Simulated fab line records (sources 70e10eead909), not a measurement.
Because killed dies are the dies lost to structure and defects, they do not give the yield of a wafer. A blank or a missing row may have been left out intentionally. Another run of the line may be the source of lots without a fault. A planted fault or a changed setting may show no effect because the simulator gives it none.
Chamber matching    flow nand_harc    NHARC_P_BONDPAD_CMP_32 on cmp-03: 4 sister chambers
The step polishes SiCN, target thk 200 nm. 4 wafers are shown with their chamber, then 7 later ones without.

WAFERS, EACH WITH ITS CHAMBER
wafer   chamber  motor_current_A (A)
L076.6  1        12.3
L078.3  3        12.0
L083.2  2        11.0
L083.3  0        11.6

WAFERS MISSING THEIR CHAMBER
wafer   motor_current_A (A)
L083.6  11.7
L092.1  11.2
L092.2  11.8
L092.4  11.6
L093.2  12.2
L093.4  11.5
L093.6  11.7

EACH ONE'S CHAMBER
wafer    from the rows above       in truth
L083.6   can't be placed: 0 or 3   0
L092.1   can't be placed: 2 or 0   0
L092.2   can't be placed: 3 or 0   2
L092.4   0                         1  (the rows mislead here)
L093.2   can't be placed: 1 or 3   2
L093.4   0                         0
L093.6   can't be placed: 0 or 3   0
Placed correctly: 1 of 7. Can't be placed from these rows: 5 (the true chamber is among the candidates in 3). Placed wrongly: 1.
How it was worked out, from the rows above alone: a wafer's distance from a chamber is the root of the sum, over the readings, of the square of ((its reading less the chamber's mean) divided by the reading's scatter). The wafer belongs to the nearest chamber; if the next one is less than 2 further off, it can't be placed. Each chamber's mean is taken over the wafers shown for it. The scatter (one wafer shown for each chamber): square how far every hidden wafer sits from the nearest shown wafer, average those squares and take the square root.
